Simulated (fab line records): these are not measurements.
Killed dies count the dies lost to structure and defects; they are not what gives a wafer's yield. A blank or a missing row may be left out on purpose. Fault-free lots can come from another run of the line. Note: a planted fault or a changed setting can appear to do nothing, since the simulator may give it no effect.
Matching of chambers | flow nand_harc | NHARC_A_DECK1_JOINT_ETCHBACK_00 on rie_si-06 has 4 sister chambers
The step etches the open film in HBr, target depth 30 nm, time 17.4 s. 14 wafers are shown with their chamber, then 6 later ones without.

WAFERS WITH THEIR CHAMBER
wafer  | chamber | drypump_motor_current_A (A) | oes_product_au (a.u.) | throttle_valve_pct (%)
L304.4 | 1       | 5.4                         | 1.015                 | 23.274
L304.5 | 0       | 5.0                         | 1.020                 | 23.268
L304.6 | 1       | 5.4                         | 1.005                 | 23.276
L306.3 | 0       | 5.0                         | 1.009                 | 23.255
L306.4 | 3       | 5.6                         | 0.990                 | 23.255
L306.5 | 3       | 5.6                         | 1.003                 | 23.262
L311.2 | 0       | 5.0                         | 1.006                 | 23.244
L311.5 | 3       | 5.5                         | 0.981                 | 23.262
L319.1 | 2       | 5.6                         | 0.997                 | 23.255
L319.2 | 0       | 5.0                         | 1.007                 | 23.272
L319.5 | 3       | 5.6                         | 1.003                 | 23.259
L321.3 | 1       | 5.4                         | 1.012                 | 23.278
L321.4 | 0       | 4.9                         | 1.019                 | 23.261
L321.6 | 2       | 5.6                         | 0.979                 | 23.266

SIGNATURES (averages over the wafers above)
reading                 | chamber 0 | chamber 1 | chamber 2 | chamber 3 | scatter within a chamber
drypump_motor_current_A | 4.980     | 5.400     | 5.600     | 5.575     | 0.0394
oes_product_au          | 1.01220   | 1.01067   | 0.98800   | 0.99425   | 0.00863
throttle_valve_pct      | 23.26000  | 23.27600  | 23.26050  | 23.25950  | 0.00769
Rule: for each reading, subtract the chamber's mean from the wafer's reading, divide by that reading's scatter and square the result; add these up over the readings and take the root, which gives the wafer's distance from the chamber. The wafer belongs to the nearest chamber; if the next one is less than 2 further off, it can't be placed. The scatter is the square root of a quotient: the sum, over the shown wafers, of each reading's squared deviation from its chamber's mean, divided by wafers minus chambers.

WAFERS WITH NO CHAMBER GIVEN
wafer  | drypump_motor_current_A (A) | oes_product_au (a.u.) | throttle_valve_pct (%)
L322.3 | 5.4                         | 1.002                 | 23.272
L322.5 | 4.9                         | 1.004                 | 23.283
L322.6 | 5.4                         | 1.019                 | 23.267
L324.3 | 5.5                         | 0.993                 | 23.271
L324.4 | 5.6                         | 0.986                 | 23.258
L324.5 | 5.4                         | 1.014                 | 23.265

THE CHAMBER EACH PASSED THROUGH
wafer  | from the rows above          | in truth
L322.3 | 1                            | 1
L322.5 | 0                            | 0
L322.6 | 1                            | 1
L324.3 | can't be placed: 3 or 2 or 1 | 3
L324.4 | can't be placed: 2 or 3      | 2
L324.5 | 1                            | 1
Placed correctly: 4 of 6. Cannot be placed on the basis of these rows: 2; the candidates contain the true chamber in 2. Number placed wrongly: 0.
